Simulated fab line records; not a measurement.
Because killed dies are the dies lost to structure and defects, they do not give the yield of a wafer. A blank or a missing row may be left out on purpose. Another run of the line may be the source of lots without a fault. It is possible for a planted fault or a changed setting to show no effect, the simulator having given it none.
Which tool was responsible?	flow n5_finfet	19 lots, 57 wafers sampled, at 6 steps of a route of 1938

## WHAT THE GAUGES SHOWED, per wafer
The record lacks any reading of a measuring or inspecting step that a usual standard deviation could be used to judge.

## TOOL THAT RAN EACH LOT (tool first, then ch and the chambers of the sampled wafers, then the start)
lot	N5_BEOL_M8_ETCH_72	N5_BEOL_M8_ETCH_66	N5_BEOL_M8_VIA_ETCH_34	N5_BEOL_M8_STRIP_36	N5_BEOL_M8_ANNEAL_51	N5_BEOL_M9_ETCH_61
L074	rie_diel-04 ch 0,1,2, day 9 04:11	rie_diel-04 ch 0,1,2, day 9 04:13	rie_diel-04 ch 0,1,2, day 9 04:19	rie_diel-04 ch 0,1,2, day 9 04:23	rtp_anneal-02 ch 0, day 9 07:14	rie_diel-03 ch 0,2,3, day 9 10:02
L076	rie_diel-01 ch 0,1,2, day 9 14:13	rie_diel-01 ch 0,1,2, day 9 14:16	rie_diel-01 ch 0,1,2, day 9 14:22	rie_diel-01 ch 0,1,2, day 9 14:25	rtp_anneal-01 ch 0, day 9 18:04	rie_diel-05 ch 0,1,3, day 9 20:46
L075	rie_diel-01 ch 0,3, day 9 22:46	rie_diel-01 ch 0,3, day 9 22:49	rie_diel-01 ch 0,3, day 9 22:55	rie_diel-01 ch 0,3, day 9 22:58	rtp_anneal-02 ch 0, day 10 01:35	rie_diel-03 ch 0,1,2, day 10 06:36
L077	rie_diel-01 ch 1,2, day 10 08:50	rie_diel-01 ch 1,2, day 10 08:52	rie_diel-01 ch 1,2, day 10 08:58	rie_diel-01 ch 1,2, day 10 09:01	rtp_anneal-01 ch 0, day 10 13:04	rie_diel-06 ch 0,1,3, day 10 16:54
L078	rie_diel-01 ch 0,1,2, day 10 21:41	rie_diel-01 ch 0,1,2, day 10 21:43	rie_diel-01 ch 0,1,2, day 10 21:49	rie_diel-01 ch 0,1,2, day 10 21:52	rtp_anneal-01 ch 0, day 11 00:11	rie_diel-05 ch 0,2,3, day 11 03:07
L079	rie_diel-04 ch 0,3, day 11 07:16	rie_diel-04 ch 0,3, day 11 07:18	rie_diel-04 ch 0,3, day 11 07:24	rie_diel-04 ch 0,3, day 11 07:27	rtp_anneal-01 ch 0, day 11 09:30	rie_diel-06 ch 2,3, day 11 13:16
L080	rie_diel-02 ch 0,1,3, day 11 13:51	rie_diel-02 ch 0,1,3, day 11 13:53	rie_diel-02 ch 0,1,3, day 11 13:59	rie_diel-02 ch 0,1,3, day 11 14:02	rtp_anneal-02 ch 0, day 11 17:09	rie_diel-05 ch 0,1,2, day 11 21:24
L083	rie_diel-01 ch 1,3, day 11 21:02	rie_diel-01 ch 1,3, day 11 21:05	rie_diel-01 ch 1,3, day 11 21:11	rie_diel-01 ch 1,3, day 11 21:14	rtp_anneal-01 ch 0, day 12 00:45	rie_diel-06 ch 0,2,3, day 12 04:08
L081	rie_diel-02 ch 1,3, day 12 07:23	rie_diel-02 ch 1,3, day 12 07:26	rie_diel-02 ch 1,3, day 12 07:32	rie_diel-02 ch 1,3, day 12 07:35	rtp_anneal-01 ch 0, day 12 10:28	rie_diel-06 ch 0,2,3, day 12 13:37
L084	rie_diel-01 ch 2,3, day 12 17:55	rie_diel-01 ch 2,3, day 12 17:57	rie_diel-01 ch 2,3, day 12 18:04	rie_diel-01 ch 2,3, day 12 18:07	rtp_anneal-01 ch 0, day 12 20:27	rie_diel-06 ch 0,1,2, day 12 22:53
L089	rie_diel-01 ch 2,3, day 13 09:07	rie_diel-01 ch 2,3, day 13 09:09	rie_diel-01 ch 2,3, day 13 09:15	rie_diel-01 ch 2,3, day 13 09:19	rtp_anneal-02 ch 0, day 13 11:40	rie_diel-03 ch 0,2, day 13 15:44
L086	rie_diel-01 ch 0,3, day 13 09:31	rie_diel-01 ch 0,3, day 13 09:33	rie_diel-01 ch 0,3, day 13 09:39	rie_diel-01 ch 0,3, day 13 09:43	rtp_anneal-02 ch 0, day 13 12:31	rie_diel-06 ch 0,1,3, day 13 15:59
L088	rie_diel-02 ch 0,2,3, day 13 18:17	rie_diel-02 ch 0,2,3, day 13 18:19	rie_diel-02 ch 0,2,3, day 13 18:26	rie_diel-02 ch 0,2,3, day 13 18:29	rtp_anneal-01 ch 0, day 13 21:50	rie_diel-06 ch 0,1,2, day 14 00:13
L090	rie_diel-01 ch 0,1,2, day 14 01:19	rie_diel-01 ch 0,1,2, day 14 01:21	rie_diel-01 ch 0,1,2, day 14 01:27	rie_diel-01 ch 0,1,2, day 14 01:30	rtp_anneal-02 ch 0, day 14 03:04	rie_diel-06 ch 0,2,3, day 14 05:35
L092	rie_diel-02 ch 1,2, day 14 04:10	rie_diel-02 ch 1,2, day 14 04:13	rie_diel-02 ch 1,2, day 14 04:19	rie_diel-02 ch 1,2, day 14 04:22	rtp_anneal-01 ch 0, day 14 06:55	rie_diel-05 ch 1,2,3, day 14 10:22
L091	rie_diel-01 ch 0,1,3, day 14 11:12	rie_diel-01 ch 0,1,3, day 14 11:15	rie_diel-01 ch 0,1,3, day 14 11:21	rie_diel-01 ch 0,1,3, day 14 11:24	rtp_anneal-02 ch 0, day 14 14:01	rie_diel-05 ch 1,3, day 14 16:46
L095	rie_diel-04 ch 0,2, day 15 05:29	rie_diel-04 ch 0,2, day 15 05:32	rie_diel-04 ch 0,2, day 15 05:38	rie_diel-04 ch 0,2, day 15 05:41	rtp_anneal-01 ch 0, day 15 07:52	rie_diel-03 ch 2,3, day 15 11:29
L097	rie_diel-04 ch 0,2,3, day 15 15:50	rie_diel-04 ch 0,2,3, day 15 15:53	rie_diel-04 ch 0,2,3, day 15 15:59	rie_diel-04 ch 0,2,3, day 15 16:02	rtp_anneal-02 ch 0, day 15 19:36	rie_diel-03 ch 1,2,3, day 16 00:10
L096	rie_diel-04 ch 1,2,3, day 16 10:10	rie_diel-04 ch 1,2,3, day 16 10:13	rie_diel-04 ch 1,2,3, day 16 10:19	rie_diel-04 ch 1,2,3, day 16 10:22	rtp_anneal-02 ch 0, day 16 13:36	rie_diel-05 ch 0,1,2, day 16 17:47
- N5_BEOL_M8_ETCH_72: etches underlayer in N2/H2, target depth 6.5 nm, time 5.2 s.
- N5_BEOL_M8_ETCH_66: etches SOC in N2/H2, target depth 80 nm, overetch 16 nm, time 120 s.
- N5_BEOL_M8_VIA_ETCH_34: etches SiCOH lowk in C4F6/O2, target depth 125.5 nm, time 50.5 s.
- N5_BEOL_M8_STRIP_36: strips in N2/H2.
- N5_BEOL_M8_ANNEAL_51: time 90 s.
- N5_BEOL_M9_ETCH_61: etches SiARC in CF4, target depth 39 nm, time 65 s.

## WHAT THE TOOLS THEMSELVES READ (means of the sampled wafers that have a number; where no wafer has one, the mark that the record gives instead)
N5_BEOL_M8_ETCH_72.
lot	tool	drypump_motor_current_A (A)	etch_rf_on_time_s (s)	oes_product_au (a.u.)	rf_vpp_V (V)	showerhead_plenum_p_Torr (Torr)	throttle_valve_pct (%)
L074	rie_diel-04	5.5	5.15	0.69	523.1	2.52	17.90
L076	rie_diel-01	5.8	5.15	0.68	527.8	2.66	17.74
L075	rie_diel-01	5.6	5.13	0.74	524.4	2.55	17.64
L077	rie_diel-01	6.0	5.19	0.63	526.4	2.63	17.85
L078	rie_diel-01	5.8	5.12	0.68	527.9	2.66	17.74
L079	rie_diel-04	5.7	5.19	0.62	523.0	2.52	17.90
L080	rie_diel-02	5.2	5.19	0.62	525.0	2.60	18.11
L083	rie_diel-01	5.8	5.20	0.67	522.9	2.52	17.78
L081	rie_diel-02	5.0	5.28	0.63	525.4	2.60	17.91
L084	rie_diel-01	5.8	5.25	0.71	524.0	2.54	17.67
L089	rie_diel-01	6.0	5.17	0.70	526.0	2.60	17.65
L086	rie_diel-01	5.6	5.23	0.70	523.6	2.54	17.69
L088	rie_diel-02	5.4	5.20	0.66	525.7	2.58	17.89
L090	rie_diel-01	5.8	5.15	0.74	527.9	2.65	17.61
L092	rie_diel-02	5.0	5.23	0.63	522.5	2.53	18.02
L091	rie_diel-01	5.6	5.18	0.74	525.7	2.58	17.67
L095	rie_diel-04	5.6	5.22	0.74	523.3	2.51	17.67
L097	rie_diel-04	5.6	5.20	0.71	523.4	2.53	17.80
L096	rie_diel-04	5.5	5.17	0.68	523.3	2.52	17.93

N5_BEOL_M8_ETCH_66.
lot	tool	drypump_motor_current_A (A)	oes_product_au (a.u.)	rf_vpp_V (V)	showerhead_plenum_p_Torr (Torr)	throttle_valve_pct (%)
L074	rie_diel-04	5.5	0.62	522.9	2.52	17.84
L076	rie_diel-01	5.7	0.61	528.3	2.66	17.69
L075	rie_diel-01	5.5	0.66	524.1	2.55	17.61
L077	rie_diel-01	5.9	0.56	526.8	2.63	17.82
L078	rie_diel-01	5.8	0.60	526.9	2.66	17.71
L079	rie_diel-04	5.7	0.57	523.6	2.52	17.86
L080	rie_diel-02	5.2	0.56	525.6	2.60	18.07
L083	rie_diel-01	5.8	0.60	523.9	2.52	17.73
L081	rie_diel-02	5.0	0.57	524.6	2.60	17.87
L084	rie_diel-01	5.8	0.64	523.9	2.54	17.62
L089	rie_diel-01	6.0	0.63	525.7	2.60	17.62
L086	rie_diel-01	5.6	0.63	523.4	2.54	17.64
L088	rie_diel-02	5.4	0.60	524.9	2.58	17.85
L090	rie_diel-01	5.8	0.67	527.1	2.65	17.59
L092	rie_diel-02	5.0	0.57	524.0	2.53	17.98
L091	rie_diel-01	5.6	0.66	524.6	2.58	17.62
L095	rie_diel-04	5.6	0.67	523.9	2.51	17.64
L097	rie_diel-04	5.6	0.64	523.4	2.53	17.75
L096	rie_diel-04	5.5	0.60	523.5	2.52	17.90

N5_BEOL_M8_VIA_ETCH_34.
lot	tool	drypump_motor_current_A (A)	mfc_ar_sccm (sccm)	oes_o_777_au (a.u.)	oes_product_au (a.u.)	rf_vpp_V (V)	showerhead_plenum_p_Torr (Torr)	throttle_valve_pct (%)
L074	rie_diel-04	5.5	300.2	0.82	0.81	655	2.82	20.91
L076	rie_diel-01	5.8	300.0	0.79	0.80	677	2.98	20.77
L075	rie_diel-01	5.6	300.0	0.85	0.86	666	2.84	20.70
L077	rie_diel-01	6.0	299.6	0.73	0.73	671	2.95	20.89
L078	rie_diel-01	5.7	299.9	0.78	0.78	677	2.97	20.79
L079	rie_diel-04	5.7	300.7	0.74	0.73	660	2.83	21.00
L080	rie_diel-02	5.2	299.0	0.74	0.73	668	2.90	21.11
L083	rie_diel-01	5.8	300.0	0.79	0.79	663	2.82	20.82
L081	rie_diel-02	5.0	300.6	0.74	0.73	668	2.91	21.00
L084	rie_diel-01	5.8	299.4	0.83	0.83	664	2.84	20.73
L089	rie_diel-01	6.0	299.0	0.82	0.83	670	2.91	20.73
L086	rie_diel-01	5.6	299.9	0.82	0.83	667	2.83	20.72
L088	rie_diel-02	5.4	299.9	0.79	0.78	672	2.88	20.91
L090	rie_diel-01	5.8	300.2	0.86	0.87	677	2.96	20.69
L092	rie_diel-02	5.0	300.3	0.75	0.74	670	2.84	21.09
L091	rie_diel-01	5.6	300.2	0.85	0.86	671	2.88	20.71
L095	rie_diel-04	5.6	300.3	0.89	0.87	658	2.81	20.78
L097	rie_diel-04	5.6	299.8	0.84	0.83	658	2.84	20.90
L096	rie_diel-04	5.5	300.6	0.80	0.79	654	2.83	20.97

N5_BEOL_M8_STRIP_36.
lot	tool	drypump_motor_current_A (A)	oes_product_au (a.u.)	rf_vpp_V (V)	showerhead_plenum_p_Torr (Torr)	throttle_valve_pct (%)
L074	rie_diel-04	5.5	0.82	60.6	2.52	23.69
L076	rie_diel-01	5.8	0.80	58.4	2.66	23.54
L075	rie_diel-01	5.6	0.86	59.5	2.54	23.40
L077	rie_diel-01	6.0	0.73	59.0	2.63	23.65
L078	rie_diel-01	5.8	0.78	58.2	2.65	23.54
L079	rie_diel-04	5.7	0.74	59.7	2.52	23.55
L080	rie_diel-02	5.1	0.73	59.7	2.59	23.83
L083	rie_diel-01	5.8	0.79	58.7	2.51	23.52
L081	rie_diel-02	5.0	0.74	58.8	2.60	23.56
L084	rie_diel-01	5.8	0.83	59.4	2.54	23.41
L089	rie_diel-01	6.0	0.83	59.2	2.60	23.42
L086	rie_diel-01	5.5	0.84	59.3	2.53	23.43
L088	rie_diel-02	5.4	0.78	60.3	2.57	23.65
L090	rie_diel-01	5.8	0.86	58.9	2.64	23.45
L092	rie_diel-02	4.9	0.74	59.3	2.53	23.73
L091	rie_diel-01	5.6	0.86	59.1	2.57	23.46
L095	rie_diel-04	5.6	0.88	57.9	2.50	23.39
L097	rie_diel-04	5.6	0.83	60.2	2.53	23.54
L096	rie_diel-04	5.5	0.79	59.1	2.52	23.76

N5_BEOL_M8_ANNEAL_51.
lot	tool	wafer_temp_C_max
L074	rtp_anneal-02	227.0
L076	rtp_anneal-01	226.2
L075	rtp_anneal-02	226.9
L077	rtp_anneal-01	226.1
L078	rtp_anneal-01	226.1
L079	rtp_anneal-01	226.1
L080	rtp_anneal-02	226.6
L083	rtp_anneal-01	226.3
L081	rtp_anneal-01	226.2
L084	rtp_anneal-01	225.9
L089	rtp_anneal-02	226.7
L086	rtp_anneal-02	226.5
L088	rtp_anneal-01	226.2
L090	rtp_anneal-02	227.0
L092	rtp_anneal-01	225.8
L091	rtp_anneal-02	226.6
L095	rtp_anneal-01	226.1
L097	rtp_anneal-02	226.5
L096	rtp_anneal-02	226.7

N5_BEOL_M9_ETCH_61.
lot	tool	drypump_motor_current_A (A)	etch_rf_on_time_s (s)	mfc_ar_sccm (sccm)	oes_product_au (a.u.)	rf_vpp_V (V)	showerhead_plenum_p_Torr (Torr)	throttle_valve_pct (%)
L074	rie_diel-03	5.8	64.7	99.9	0.67	184.3	2.15	15.53
L076	rie_diel-05	5.1	66.1	100.2	0.65	184.4	2.12	15.56
L075	rie_diel-03	5.7	65.0	100.1	0.68	184.8	2.16	15.39
L077	rie_diel-06	5.4	65.0	100.3	0.73	185.1	2.17	15.58
L078	rie_diel-05	5.4	65.2	99.7	0.64	183.6	2.14	15.77
L079	rie_diel-06	5.4	63.1	99.9	0.76	183.4	2.12	15.57
L080	rie_diel-05	5.2	64.5	100.1	0.66	184.4	2.11	15.76
L083	rie_diel-06	5.4	64.1	100.3	0.68	183.5	2.12	15.71
L081	rie_diel-06	5.5	64.2	100.1	0.68	183.6	2.12	15.70
L084	rie_diel-06	5.7	64.5	100.3	0.67	184.8	2.18	15.69
L089	rie_diel-03	6.0	64.1	99.9	0.69	184.2	2.14	15.39
L086	rie_diel-06	5.4	64.8	100.0	0.71	184.5	2.16	15.62
L088	rie_diel-06	5.6	64.1	100.4	0.67	184.5	2.18	15.71
L090	rie_diel-06	5.4	64.6	99.9	0.67	183.4	2.11	15.74
L092	rie_diel-05	5.4	65.1	100.2	0.66	183.4	2.12	15.62
L091	rie_diel-05	5.2	66.3	99.9	0.64	183.2	2.12	15.46
L095	rie_diel-03	5.6	66.1	99.8	0.59	184.8	2.17	15.69
L097	rie_diel-03	5.4	65.6	100.2	0.61	184.1	2.16	15.67
L096	rie_diel-05	5.2	65.0	99.8	0.71	183.3	2.11	15.66

## THE ANSWER, worked out from the rows above alone
Rule: what is usual is taken from the lots themselves. The widest of any qualifying gaps counts: lots, ordered by their means at a reading, are off when they make up no more than a third of the lots, leave a main group of 4 or more, and stand apart from it by 3 or more times the standard deviation of that group's means. Not used: any main group whose means are identical at the precision the tables above print for the reading. Also off: a lot with no number at a reading for which 4 or more lots have one. Where the step has rows for the other lots, those lots are counted as sound. Order of review: gauges by route order, followed by the tools' own readings, for which a lot's mean as printed above is used. The first step at which some lot is off is used, and at that step the reading that is off furthest; a lot without a number counts as furthest.
None of the lots is off at any reading shown; this tells nothing.

## WHAT THE SIMULATOR HAD PUT IN
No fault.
